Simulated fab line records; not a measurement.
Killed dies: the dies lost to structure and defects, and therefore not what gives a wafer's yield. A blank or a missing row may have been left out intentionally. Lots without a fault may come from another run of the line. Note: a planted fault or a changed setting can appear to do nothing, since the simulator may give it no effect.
Lot-split experiment -- flow n5_finfet -- 21 wafers read across 7 lots, on a route 1938 steps long

SPLIT DETAILS
At N5_BEOL_M4_TRENCH_ETCH_37 (etches SiOC in C4F6/O2, target depth 55.555 nm, time 29.2 s), the setting bias_w was moved away from the recipe's 185 W on 6 of the 21 wafers read, by -17.6% to -5.8%. All remaining wafers had this setting at the recipe value.

FROM THE SPLIT TO THE READING: what the file shows between them, 2 steps
- N5_BEOL_M4_ETCH_41: etches SiCN in CH3F/O2, target depth 29.9 nm, time 52.5 s
- N5_BEOL_M4_STRIP_97: strips in N2/H2, time 10 s

THE READING
trench_depth_nm, in nm, at N5_BEOL_M4_OCD_MEAS_38. Typical for fault-free wafers on this fab line: 55.2 nm, with standard deviation 0.93 nm.

wafer,"tool, chamber at the split","bias_w as run, W",against the recipe,"trench_depth_nm, nm",against lot-mates on the recipe
L077.1,"rie_diel-06, 0",185,recipe,52.9,-
L077.2,"rie_diel-06, 3",185,recipe,55.4,-
L077.6,"rie_diel-06, 2",185,recipe,54.5,-
L076.1,"rie_diel-06, 3",160.6,-13.2%,52.1,-1.4
L076.3,"rie_diel-06, 0",160.6,-13.2%,51.6,-1.9
L076.5,"rie_diel-06, 0",185,recipe,53.5,-
L079.4,"rie_diel-02, 1",174.2,-5.8%,54.2,-0.8
L079.5,"rie_diel-02, 2",185,recipe,54.5,-
L079.6,"rie_diel-02, 3",185,recipe,55.6,-
L082.2,"rie_diel-06, 0",185,recipe,53.8,-
L082.3,"rie_diel-06, 3",185,recipe,54.1,-
L082.5,"rie_diel-06, 0",185,recipe,53.1,-
L081.1,"rie_diel-02, 1",164,-11.4%,53.0,-2.4
L081.5,"rie_diel-02, 2",185,recipe,55.4,-
L081.6,"rie_diel-02, 1",185,recipe,55.4,-
L087.1,"rie_diel-06, 0",152.4,-17.6%,50.8,-6.2
L087.2,"rie_diel-06, 1",185,recipe,57.0,-
L087.4,"rie_diel-06, 2",152.4,-17.6%,52.0,-5.0
L086.1,"rie_diel-02, 2",185,recipe,55.2,-
L086.2,"rie_diel-02, 0",185,recipe,55.3,-
L086.4,"rie_diel-02, 3",185,recipe,55.4,-

THE FIT
A straight line over all 21 wafers: trench_depth_nm changes by +0.193 nm for each +1% of bias_w; r = +0.79; the points scatter about the line by 0.99 nm.
The same after taking each lot's own level away (the mean of its wafers on the recipe; 21 wafers): +0.247 nm for each +1%; r = +0.89; scatter 0.85 nm.
Per that fit: largest bias_w move, reading shift of 4.4 nm.
Across the lots, their own levels run from 53.50 to 57.00 nm, a range of 3.8 times the standard deviation given above.
So the lot-to-lot level blurs the effect unless lot-mates are compared.
Check: -3.53 nm against its lot-mates is what the line predicts for one of the wafers moved furthest among these (-17.6%) when that wafer is left out of the fit. It came out at -6.2 nm against them.
Tool readings at the split's step, against how far the setting was moved: rf_vpp_V r = +0.94.

THESE WAFERS: OTHER SPLITS
Other splits were also applied to these wafers ahead of the reading. Each is held against what the fit with the lots' levels taken away leaves over:
other split on the same wafers,wafers away from the commonest value,r with trench_depth_nm (lot level and that fit taken away)
N5_BEOL_M2_PECVD_72 temp_c,6,-0.06
N5_BEOL_M3_HM_DEP_02 target_thk_a,8,-0.43
N5_BEOL_M3_COAT_73 temp_c,7,-0.11
N5_BEOL_M3_TRENCH_ETCH_37 bias_w,6,+0.34
N5_BEOL_M3_ETCH_41 target_depth_a,8,-0.17
N5_BEOL_M4_VIA_ETCH_34 source_w,7,+0.08

THE WHOLE CHAIN: every reading that the file lists as answering this split, in the file's order
step,what it does,reading,change (the file's fit),r (the file's)
N5_BEOL_M4_TRENCH_ETCH_37,"etches SiOC in C4F6/O2, target depth 55.555 nm, time 29.2 s",rf_vpp_V,+6.31 V for each +1% of the setting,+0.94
N5_BEOL_M4_TRENCH_ETCH_37,"etches SiOC in C4F6/O2, target depth 55.555 nm, time 29.2 s","etch.depth_nm (the simulator's own value, which no gauge read)",+0.243 nm for each +1% of the setting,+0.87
N5_BEOL_M4_TRENCH_ETCH_37,"etches SiOC in C4F6/O2, target depth 55.555 nm, time 29.2 s","BEOL_M4.feature_depth_nm (the simulator's own value, which no gauge read)",+0.241 nm for each +1% of the setting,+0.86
N5_BEOL_M4_OCD_MEAS_38,,trench_depth_nm,+0.232 nm for each +1% of the setting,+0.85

FILE'S OWN FIT
trench_depth_nm changes by +0.232 nm for each +1% of bias_w, r = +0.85.
